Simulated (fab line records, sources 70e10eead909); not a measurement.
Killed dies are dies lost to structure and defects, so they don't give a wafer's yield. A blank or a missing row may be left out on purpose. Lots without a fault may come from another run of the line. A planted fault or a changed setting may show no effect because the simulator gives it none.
Which tool did it? | flow nand_harc | 24 lots, 72 wafers sampled, at 6 steps of a route of 1159

WHAT THE GAUGES READ, wafer by wafer
The record holds no reading of a measuring or inspecting step that can be judged against a usual standard deviation.

WHICH TOOL RAN EACH LOT (tool, then ch and the chambers of the sampled wafers, then the start)
lot  | NHARC_A_CONTACT_ETCH_139             | NHARC_A_CONTACT_STRIP_26                      | NHARC_A_BLC_ETCH_16                | NHARC_A_BLC_ETCH_17            | NHARC_A_BLC_PVD_32       | NHARC_A_M0_PRE_CLEAN_29
L074 | har_cap_etch-03 ch 0,1, day 16 19:23 | rie_diel-10 ch 0,2,3, day 17 00:26 or earlier | rie_diel-06 ch 1,2,3, day 17 00:26 | rie_diel-06 ch 0,2,3, no start | pvd_sputter-01, no start | pvd_sputter-01, no start
L075 | har_cap_etch-03 ch 0,1, day 17 00:55 | rie_diel-10 ch 0,2,3, day 17 09:24 or earlier | rie_diel-06 ch 0,3, day 17 09:24   | rie_diel-06 ch 2,3, no start   | pvd_sputter-01, no start | pvd_sputter-02, no start
L077 | har_cap_etch-03 ch 0,1, day 17 10:58 | rie_diel-10 ch 0,1,2, day 17 17:56 or earlier | rie_diel-12 ch 0,1,3, day 17 17:56 | rie_diel-12 ch 1,3, no start   | pvd_sputter-03, no start | pvd_sputter-02, no start
L076 | har_cap_etch-01 ch 0,1, day 17 14:34 | rie_diel-11 ch 0,1,2, day 17 18:40 or earlier | rie_diel-06 ch 0,3, day 17 18:40   | rie_diel-06 ch 2,3, no start   | pvd_sputter-02, no start | pvd_sputter-01, no start
L079 | har_cap_etch-03 ch 1, day 18 02:47   | rie_diel-11 ch 0,1,3, day 18 13:42 or earlier | rie_diel-12 ch 1,2,3, day 18 13:42 | rie_diel-12 ch 0,3, no start   | pvd_sputter-02, no start | pvd_sputter-01, no start
L078 | har_cap_etch-02 ch 1, day 18 09:33   | rie_diel-03 ch 0,2, day 18 19:52 or earlier   | rie_diel-12 ch 0,2, day 18 19:52   | rie_diel-12 ch 1,2,3, no start | pvd_sputter-01, no start | pvd_sputter-03, no start
L080 | har_cap_etch-03 ch 0,1, day 18 20:54 | rie_diel-10 ch 0,2,3, day 19 01:11 or earlier | rie_diel-12 ch 0,3, day 19 01:11   | rie_diel-12 ch 1,2,3, no start | pvd_sputter-01, no start | pvd_sputter-03, no start
L081 | har_cap_etch-02 ch 0,1, day 19 03:01 | rie_diel-11 ch 0,1, day 19 09:40 or earlier   | rie_diel-12 ch 1,2,3, day 19 09:40 | rie_diel-12 ch 1,2, no start   | pvd_sputter-03, no start | pvd_sputter-01, no start
L084 | har_cap_etch-02 ch 1, day 19 11:36   | rie_diel-10 ch 1,2,3, day 19 18:17 or earlier | rie_diel-12 ch 1,3, day 19 18:17   | rie_diel-12 ch 0,3, no start   | pvd_sputter-02, no start | pvd_sputter-01, no start
L083 | har_cap_etch-01 ch 0,1, day 19 18:26 | rie_diel-03 ch 1,3, day 20 00:10 or earlier   | rie_diel-06 ch 0,1,2, day 20 00:10 | rie_diel-06 ch 0,1, no start   | pvd_sputter-02, no start | pvd_sputter-01, no start
L082 | har_cap_etch-03 ch 0,1, day 19 20:58 | rie_diel-10 ch 0,1, day 20 01:00 or earlier   | rie_diel-12 ch 0,1, day 20 01:00   | rie_diel-12 ch 0,1,3, no start | pvd_sputter-02, no start | pvd_sputter-02, no start
L086 | har_cap_etch-03 ch 0,1, day 20 02:53 | rie_diel-10 ch 1,2,3, day 20 13:47 or earlier | rie_diel-06 ch 0,1,2, day 20 13:47 | rie_diel-06 ch 0,1,2, no start | pvd_sputter-01, no start | pvd_sputter-02, no start
L085 | har_cap_etch-03 ch 0,1, day 20 06:41 | rie_diel-10 ch 0,1,3, day 20 14:44 or earlier | rie_diel-06 ch 0,1, day 20 14:44   | rie_diel-06 ch 0,1,2, no start | pvd_sputter-01, no start | pvd_sputter-03, no start
L088 | har_cap_etch-02 ch 0,1, day 20 07:02 | rie_diel-11 ch 0,1,2, day 20 15:14 or earlier | rie_diel-02 ch 1,2,3, day 20 15:14 | rie_diel-02 ch 0,1,3, no start | pvd_sputter-03, no start | pvd_sputter-02, no start
L087 | har_cap_etch-02 ch 0,1, day 20 14:02 | rie_diel-10 ch 0,3, day 20 17:44 or earlier   | rie_diel-02 ch 0,3, day 20 17:44   | rie_diel-02 ch 0,2,3, no start | pvd_sputter-01, no start | pvd_sputter-02, no start
L089 | har_cap_etch-03 ch 0,1, day 20 15:29 | rie_diel-03 ch 0,1,2, day 20 19:12 or earlier | rie_diel-12 ch 0,2,3, day 20 19:12 | rie_diel-12 ch 0,1,3, no start | pvd_sputter-03, no start | pvd_sputter-01, no start
L092 | har_cap_etch-01 ch 0,1, day 20 17:17 | rie_diel-03 ch 1,2,3, day 20 21:06 or earlier | rie_diel-12 ch 0,2,3, day 20 21:06 | rie_diel-12 ch 0,2,3, no start | pvd_sputter-03, no start | pvd_sputter-02, no start
L090 | har_cap_etch-01 ch 0,1, day 20 20:04 | rie_diel-10 ch 1,2,3, day 21 00:07 or earlier | rie_diel-06 ch 0,2,3, day 21 00:07 | rie_diel-06 ch 0,1,2, no start | pvd_sputter-03, no start | pvd_sputter-02, no start
L091 | har_cap_etch-01 ch 0,1, day 21 02:01 | rie_diel-11 ch 2,3, day 21 16:17 or earlier   | rie_diel-06 ch 0,1,2, day 21 16:17 | rie_diel-06 ch 1,3, no start   | pvd_sputter-03, no start | pvd_sputter-01, no start
L093 | har_cap_etch-01 ch 0,1, day 21 11:27 | rie_diel-03 ch 0,1, day 21 17:41 or earlier   | rie_diel-06 ch 1,2,3, day 21 17:41 | rie_diel-06 ch 2,3, no start   | pvd_sputter-03, no start | pvd_sputter-02, no start
L094 | har_cap_etch-02 ch 0,1, day 21 12:44 | rie_diel-10 ch 0,1,2, day 21 17:58 or earlier | rie_diel-12 ch 2,3, day 21 17:58   | rie_diel-12 ch 1,2,3, no start | pvd_sputter-01, no start | pvd_sputter-01, no start
L096 | har_cap_etch-03 ch 0,1, day 22 03:52 | rie_diel-10 ch 0,1,2, day 22 08:37 or earlier | rie_diel-06 ch 1,2,3, day 22 08:37 | rie_diel-06 ch 1,2,3, no start | pvd_sputter-02, no start | pvd_sputter-02, no start
L097 | har_cap_etch-01 ch 0,1, day 22 05:47 | rie_diel-10 ch 0,2,3, day 22 13:40 or earlier | rie_diel-06 ch 2,3, day 22 13:40   | rie_diel-06 ch 0,2, no start   | pvd_sputter-02, no start | pvd_sputter-03, no start
L095 | har_cap_etch-02 ch 0,1, day 22 10:56 | rie_diel-10 ch 1,2, day 22 19:28 or earlier   | rie_diel-06 ch 0,3, day 22 19:28   | rie_diel-06 ch 0,1,2, no start | pvd_sputter-03, no start | pvd_sputter-01, no start
- NHARC_A_CONTACT_ETCH_139: etches the open film in C4F8/O2/Ar, time 137 s, target depth 590 nm.
- NHARC_A_CONTACT_STRIP_26: strips in O2.
- NHARC_A_BLC_ETCH_16: etches the open film in CF4, target depth 39 nm, time 65 s.
- NHARC_A_BLC_ETCH_17: etches the open film in N2/H2, target depth 390 nm, time 609.38 s.
- NHARC_A_BLC_PVD_32: deposits Ti, target thk 5 nm, time 17.7 s.
- NHARC_A_M0_PRE_CLEAN_29: time 30 s.

WHAT THE TOOLS THEMSELVES READ (means of the sampled wafers that have a number; where no wafer has one, the mark that the record gives instead)
NHARC_A_CONTACT_STRIP_26. Usual: drypump_motor_current_A 5.7 A, standard deviation 0.43; o2_flow_sccm 500.0 sccm, standard deviation 1.6; oes_product_au 1.003 a.u., standard deviation 0.019; rf_vpp_V 57.8 V, standard deviation 0.96; showerhead_plenum_p_Torr 3.51 Torr, standard deviation 0.19; throttle_valve_pct 17.037 %, standard deviation 0.0091.
lot  | tool        | drypump_motor_current_A (A) | o2_flow_sccm (sccm) | oes_product_au (a.u.) | rf_vpp_V (V) | showerhead_plenum_p_Torr (Torr) | throttle_valve_pct (%) | flag
L074 | rie_diel-10 | 5.7                         | 498.9               | 1.000                 | 58.0         | 3.55                            | 17.029                 |
L075 | rie_diel-10 | 5.7                         | 499.4               | 1.002                 | 57.8         | 3.55                            | 17.030                 |
L077 | rie_diel-10 | 5.7                         | 499.6               | 1.007                 | 57.2         | 3.49                            | 17.042                 |
L076 | rie_diel-11 | 6.1                         | 500.8               | 1.005                 | 57.7         | 3.45                            | 17.044                 |
L079 | rie_diel-11 | 5.9                         | 500.1               | 0.990                 | 57.9         | 3.47                            | 17.037                 |
L078 | rie_diel-03 | 5.6                         | 501.0               | 1.008                 | 58.5         | 3.74                            | 17.042                 |
L080 | rie_diel-10 | 5.7                         | 499.4               | 1.002                 | 57.0         | 3.54                            | 17.035                 |
L081 | rie_diel-11 | 6.4                         | 499.3               | 0.979                 | 58.1         | 3.60                            | 17.040                 |
L084 | rie_diel-10 | 5.5                         | 501.2               | 1.001                 | 58.2         | 3.48                            | 17.049                 |
L083 | rie_diel-03 | 5.3                         | 499.6               | 1.019                 | 57.9         | 3.54                            | 17.036                 |
L082 | rie_diel-10 | 5.4                         | 500.6               | 1.015                 | 57.7         | 3.34                            | 17.044                 |
L086 | rie_diel-10 | 5.5                         | 499.6               | 1.008                 | 58.2         | 3.47                            | 17.038                 |
L085 | rie_diel-10 | 5.4                         | 501.6               | 1.012                 | 57.7         | 3.39                            | 17.040                 |
L088 | rie_diel-11 | 6.1                         | 500.3               | 0.980                 | 57.4         | 3.44                            | 17.038                 |
L087 | rie_diel-10 | 5.4                         | 500.3               | 1.017                 | 57.3         | 3.44                            | 17.038                 |
L089 | rie_diel-03 | 5.5                         | 499.4               | 1.018                 | 58.1         | 3.62                            | 17.035                 |
L092 | rie_diel-03 | 5.4                         | 502.3               | 1.016                 | 58.5         | 3.64                            | 17.038                 |
L090 | rie_diel-10 | 5.5                         | 500.1               | 1.016                 | 57.9         | 3.47                            | 17.033                 |
L091 | rie_diel-11 | 5.8                         | 500.8               | 1.006                 | 57.8         | 3.29                            | 17.029                 |
L093 | rie_diel-03 | 5.5                         | 498.7               | 1.015                 | 58.4         | 3.61                            | 17.040                 |
L094 | rie_diel-10 | 5.7                         | 501.2               | 1.002                 | 57.6         | 3.48                            | 17.037                 |
L096 | rie_diel-10 | 5.7                         | 499.6               | 1.000                 | 57.9         | 3.48                            | 17.026                 |
L097 | rie_diel-10 | 5.7                         | 498.8               | 0.995                 | 57.4         | 3.53                            | 17.030                 |
L095 | rie_diel-10 | 5.8                         | 501.2               | 0.981                 | 58.1         | 3.56                            | 17.034                 |

NHARC_A_BLC_ETCH_16. Usual: bias_w 100.00 W, standard deviation 0.29; drypump_motor_current_A 5.5 A, standard deviation 0.45; oes_product_au 1.002 a.u., standard deviation 0.013; rf_vpp_V 151.3 V, standard deviation 1.1; showerhead_plenum_p_Torr 1.77 Torr, standard deviation 0.07; throttle_valve_pct 13.286 %, standard deviation 0.009.
lot  | tool        | bias_w (W) | drypump_motor_current_A (A) | oes_product_au (a.u.) | rf_vpp_V (V) | showerhead_plenum_p_Torr (Torr) | throttle_valve_pct (%) | flag
L074 | rie_diel-06 | 99.91      | 5.5                         | 0.999                 | 150.5        | 1.81                            | 13.291                 |
L075 | rie_diel-06 | 100.11     | 5.1                         | 1.012                 | 150.8        | 1.73                            | 13.280                 |
L077 | rie_diel-12 | 99.88      | 5.3                         | 0.996                 | 151.3        | 1.75                            | 13.284                 |
L076 | rie_diel-06 | 100.50     | 5.1                         | 1.015                 | 151.1        | 1.73                            | 13.289                 |
L079 | rie_diel-12 | 99.98      | 5.4                         | 1.008                 | 151.0        | 1.73                            | 13.292                 |
L078 | rie_diel-12 | 100.01     | 6.0                         | 1.005                 | 151.6        | 1.82                            | 13.290                 |
L080 | rie_diel-12 | 99.95      | 5.2                         | 1.005                 | 150.5        | 1.72                            | 13.296                 |
L081 | rie_diel-12 | 99.89      | 5.4                         | 1.005                 | 150.3        | 1.72                            | 13.291                 |
L084 | rie_diel-12 | 99.82      | 5.0                         | 1.005                 | 150.4        | 1.68                            | 13.278                 |
L083 | rie_diel-06 | 99.68      | 5.4                         | 1.008                 | 152.0        | 1.79                            | 13.293                 |
L082 | rie_diel-12 | 100.12     | 5.6                         | 0.993                 | 151.8        | 1.77                            | 13.289                 |
L086 | rie_diel-06 | 100.14     | 5.4                         | 0.997                 | 151.4        | 1.79                            | 13.286                 |
L085 | rie_diel-06 | 99.90      | 5.1                         | 1.004                 | 150.8        | 1.74                            | 13.280                 |
L088 | rie_diel-02 | 99.82      | 6.3                         | 1.002                 | 151.7        | 1.76                            | 13.277                 |
L087 | rie_diel-02 | 100.26     | 5.3                         | 1.005                 | 150.6        | 1.75                            | 13.280                 |
L089 | rie_diel-12 | 100.19     | 5.6                         | 0.996                 | 151.2        | 1.77                            | 13.282                 |
L092 | rie_diel-12 | 100.09     | 5.5                         | 1.008                 | 150.6        | 1.77                            | 13.289                 |
L090 | rie_diel-06 | 100.20     | 5.4                         | 1.004                 | 151.8        | 1.78                            | 13.279                 |
L091 | rie_diel-06 | 99.95      | 5.4                         | 1.003                 | 151.6        | 1.79                            | 13.286                 |
L093 | rie_diel-06 | 99.98      | 5.6                         | 0.996                 | 151.7        | 1.81                            | 13.288                 |
L094 | rie_diel-12 | 99.89      | 5.2                         | 1.002                 | 150.2        | 1.70                            | 13.281                 |
L096 | rie_diel-06 | 99.85      | 5.5                         | 0.996                 | 151.9        | 1.81                            | 13.284                 |
L097 | rie_diel-06 | 99.89      | 5.7                         | 1.004                 | 151.4        | 1.83                            | 13.290                 |
L095 | rie_diel-06 | 100.07     | 5.3                         | 1.010                 | 150.7        | 1.75                            | 13.289                 |

NHARC_A_BLC_ETCH_17. Usual: bias_w 150.0 W, standard deviation 0.49; drypump_motor_current_A 5.5 A, standard deviation 0.45; oes_product_au 1.003 a.u., standard deviation 0.013; rf_vpp_V 430.8 V, standard deviation 2.6; showerhead_plenum_p_Torr 2.05 Torr, standard deviation 0.09; throttle_valve_pct 14.172 %, standard deviation 0.0086.
lot  | tool        | bias_w (W) | drypump_motor_current_A (A) | oes_product_au (a.u.) | rf_vpp_V (V) | showerhead_plenum_p_Torr (Torr) | throttle_valve_pct (%) | flag
L074 | rie_diel-06 | 150.4      | 5.4                         | 1.006                 | 430.5        | 2.06                            | 14.170                 |
L075 | rie_diel-06 | 150.7      | 5.5                         | 1.009                 | 431.5        | 2.08                            | 14.172                 |
L077 | rie_diel-12 | 150.3      | 5.3                         | 1.004                 | 429.0        | 1.96                            | 14.174                 |
L076 | rie_diel-06 | 150.0      | 5.5                         | 1.001                 | 431.8        | 2.08                            | 14.167                 |
L079 | rie_diel-12 | 150.5      | 5.5                         | 0.997                 | 431.4        | 2.07                            | 14.169                 |
L078 | rie_diel-12 | 150.2      | 5.4                         | 1.007                 | 428.9        | 1.99                            | 14.174                 |
L080 | rie_diel-12 | 150.0      | 5.4                         | 1.010                 | 428.8        | 1.99                            | 14.167                 |
L081 | rie_diel-12 | 150.0      | 5.7                         | 0.994                 | 430.8        | 2.02                            | 14.175                 |
L084 | rie_diel-12 | 149.4      | 5.2                         | 1.007                 | 428.4        | 1.98                            | 14.173                 |
L083 | rie_diel-06 | 150.2      | 5.1                         | 1.007                 | 428.5        | 2.00                            | 14.181                 |
L082 | rie_diel-12 | 150.0      | 5.4                         | 1.004                 | 429.9        | 2.01                            | 14.172                 |
L086 | rie_diel-06 | 149.8      | 5.4                         | 1.001                 | 431.2        | 2.06                            | 14.180                 |
L085 | rie_diel-06 | 149.9      | 5.4                         | 1.009                 | 431.4        | 2.06                            | 14.167                 |
L088 | rie_diel-02 | 149.6      | 5.7                         | 0.999                 | 431.7        | 2.08                            | 14.171                 |
L087 | rie_diel-02 | 150.2      | 5.7                         | 1.012                 | 431.4        | 2.06                            | 14.170                 |
L089 | rie_diel-12 | 150.0      | 5.4                         | 0.997                 | 429.9        | 2.01                            | 14.179                 |
L092 | rie_diel-12 | 150.0      | 5.6                         | 1.003                 | 431.1        | 2.04                            | 14.171                 |
L090 | rie_diel-06 | 150.0      | 5.4                         | 0.997                 | 431.6        | 2.06                            | 14.168                 |
L091 | rie_diel-06 | 150.5      | 5.4                         | 0.993                 | 430.5        | 2.05                            | 14.180                 |
L093 | rie_diel-06 | 150.3      | 5.5                         | 1.003                 | 431.3        | 2.08                            | 14.158                 |
L094 | rie_diel-12 | 150.1      | 5.4                         | 0.999                 | 428.7        | 1.98                            | 14.164                 |
L096 | rie_diel-06 | 150.0      | 5.5                         | 1.009                 | 432.4        | 2.09                            | 14.167                 |
L097 | rie_diel-06 | 149.7      | 5.5                         | 1.015                 | 431.8        | 2.09                            | 14.179                 |
L095 | rie_diel-06 | 149.9      | 5.4                         | 1.002                 | 431.4        | 2.06                            | 14.172                 |

NHARC_A_BLC_PVD_32. Usual: throttle_valve_pct 30.1 %, standard deviation 0.98.
lot  | tool           | throttle_valve_pct (%) | flag
L074 | pvd_sputter-01 | 29.3                   |
L075 | pvd_sputter-01 | 29.2                   |
L077 | pvd_sputter-03 | 30.0                   |
L076 | pvd_sputter-02 | 30.1                   |
L079 | pvd_sputter-02 | 30.1                   |
L078 | pvd_sputter-01 | 30.0                   |
L080 | pvd_sputter-01 | 30.1                   |
L081 | pvd_sputter-03 | 30.7                   |
L084 | pvd_sputter-02 | 30.1                   |
L083 | pvd_sputter-02 | 30.4                   |
L082 | pvd_sputter-02 | 30.3                   |
L086 | pvd_sputter-01 | 29.2                   |
L085 | pvd_sputter-01 | 29.2                   |
L088 | pvd_sputter-03 | 30.6                   |
L087 | pvd_sputter-01 | 28.9                   |
L089 | pvd_sputter-03 | 30.6                   |
L092 | pvd_sputter-03 | 30.6                   |
L090 | pvd_sputter-03 | 31.2                   |
L091 | pvd_sputter-03 | 30.7                   |
L093 | pvd_sputter-03 | 31.0                   |
L094 | pvd_sputter-01 | 29.3                   |
L096 | pvd_sputter-02 | 29.9                   |
L097 | pvd_sputter-02 | 30.5                   |
L095 | pvd_sputter-03 | 30.4                   |

NHARC_A_M0_PRE_CLEAN_29. Usual: heater_power_w 405 W, standard deviation 44.
lot  | tool           | heater_power_w (W) | flag
L074 | pvd_sputter-01 | 427                |
L075 | pvd_sputter-02 | 437                |
L077 | pvd_sputter-02 | 420                |
L076 | pvd_sputter-01 | 392                |
L079 | pvd_sputter-01 | 392                |
L078 | pvd_sputter-03 | 379                |
L080 | pvd_sputter-03 | 411                |
L081 | pvd_sputter-01 | 432                |
L084 | pvd_sputter-01 | 416                |
L083 | pvd_sputter-01 | 424                |
L082 | pvd_sputter-02 | 408                |
L086 | pvd_sputter-02 | 402                |
L085 | pvd_sputter-03 | 390                |
L088 | pvd_sputter-02 | 448                |
L087 | pvd_sputter-02 | 406                |
L089 | pvd_sputter-01 | 388                |
L092 | pvd_sputter-02 | 425                |
L090 | pvd_sputter-02 | 425                |
L091 | pvd_sputter-01 | 426                |
L093 | pvd_sputter-02 | 421                |
L094 | pvd_sputter-01 | 413                |
L096 | pvd_sputter-02 | 440                |
L097 | pvd_sputter-03 | 369                |
L095 | pvd_sputter-01 | 426                |

THE ANSWER, worked out from the rows above alone
Rule: a lot is off if the mean of its wafers that have a number lies more than 3 standard deviations from the usual mean. A lot without any number at a reading at which 4 lots or more have one is off too. The other lots that the step has rows for count as sound. The gauges are gone through in route order, then the tools' own readings, and for those a lot's mean is taken as printed above. The first step at which some lot is off is used, and at that step the reading that is off furthest; a lot without a number counts as furthest.
No lot is off at any reading shown: from this, nothing can be told.

WHAT THE SIMULATOR HAD PUT IN
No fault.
